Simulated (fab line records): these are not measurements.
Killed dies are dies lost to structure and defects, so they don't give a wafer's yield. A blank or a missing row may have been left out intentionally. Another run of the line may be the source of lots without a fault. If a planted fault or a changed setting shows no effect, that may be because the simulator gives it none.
Matching of chambers -- flow n5_finfet -- 4 sister chambers for N5_GATE_CUT_ETCH_36 on rie_diel-04
The step etches SiARC in CF4, target depth 13 nm, time 21.7 s. 20 wafers are shown with their chamber, then 10 later ones without.

== EACH WAFER AND ITS CHAMBER ==
wafer,chamber,drypump_motor_current_A (A),showerhead_plenum_p_Torr (Torr),oes_product_au (a.u.)
L076.1,2,5.7,2.06,0.63
L076.2,3,5.4,2.23,0.63
L076.3,1,5.0,2.11,0.59
L076.4,0,5.7,2.12,0.75
L076.5,1,5.0,2.11,0.59
L076.6,0,5.6,2.12,0.75
L080.3,3,5.4,2.23,0.64
L080.5,2,5.7,2.06,0.63
L080.6,3,5.4,2.23,0.63
L082.1,1,5.0,2.11,0.58
L082.4,0,5.6,2.11,0.73
L082.5,2,5.7,2.06,0.62
L085.1,2,5.7,2.06,0.62
L085.3,0,5.6,2.11,0.74
L085.6,3,5.4,2.22,0.62
L089.2,1,5.0,2.11,0.58
L089.3,2,5.7,2.06,0.62
L089.5,3,5.4,2.22,0.62
L090.2,2,5.7,2.06,0.62
L090.5,0,5.6,2.11,0.72

SIGNATURES (averages over the wafers above)
reading,chamber 0,chamber 1,chamber 2,chamber 3,scatter within a chamber
drypump_motor_current_A,5.620,5.000,5.700,5.400,0.0224
showerhead_plenum_p_Torr,2.1140,2.1100,2.0600,2.2260,0.00387
oes_product_au,0.7380,0.5850,0.6233,0.6280,0.00864
Rule: a wafer lies at a distance from a chamber equal to the root of the sum of squares, over the readings, of (its reading less the chamber's mean, divided by the reading's scatter). The wafer belongs to the nearest chamber; if the next one is less than 2 further off, it can't be placed. The scatter: the root of (the sum of the squares of (reading less its chamber's mean) over the shown wafers, divided by (wafers less chambers)).

== WAFERS WITHOUT THEIR CHAMBER ==
wafer,drypump_motor_current_A (A),showerhead_plenum_p_Torr (Torr),oes_product_au (a.u.)
L090.6,5.4,2.22,0.62
L091.2,5.7,2.05,0.61
L091.5,5.0,2.10,0.57
L091.6,5.7,2.05,0.62
L092.1,5.6,2.11,0.72
L092.2,5.4,2.22,0.62
L092.5,5.8,2.05,0.62
L093.3,5.6,2.11,0.72
L093.4,5.7,2.05,0.61
L093.6,5.7,2.05,0.62

== CHAMBER TAKEN BY EACH ==
wafer,from the rows above,in truth
L090.6,3,3
L091.2,2,2
L091.5,1,1
L091.6,2,2
L092.1,0,0
L092.2,3,3
L092.5,2,2
L093.3,0,0
L093.4,2,2
L093.6,2,2
Placed correctly: 10 of 10. Left unplaced by these rows: 0. 0 placed wrongly.
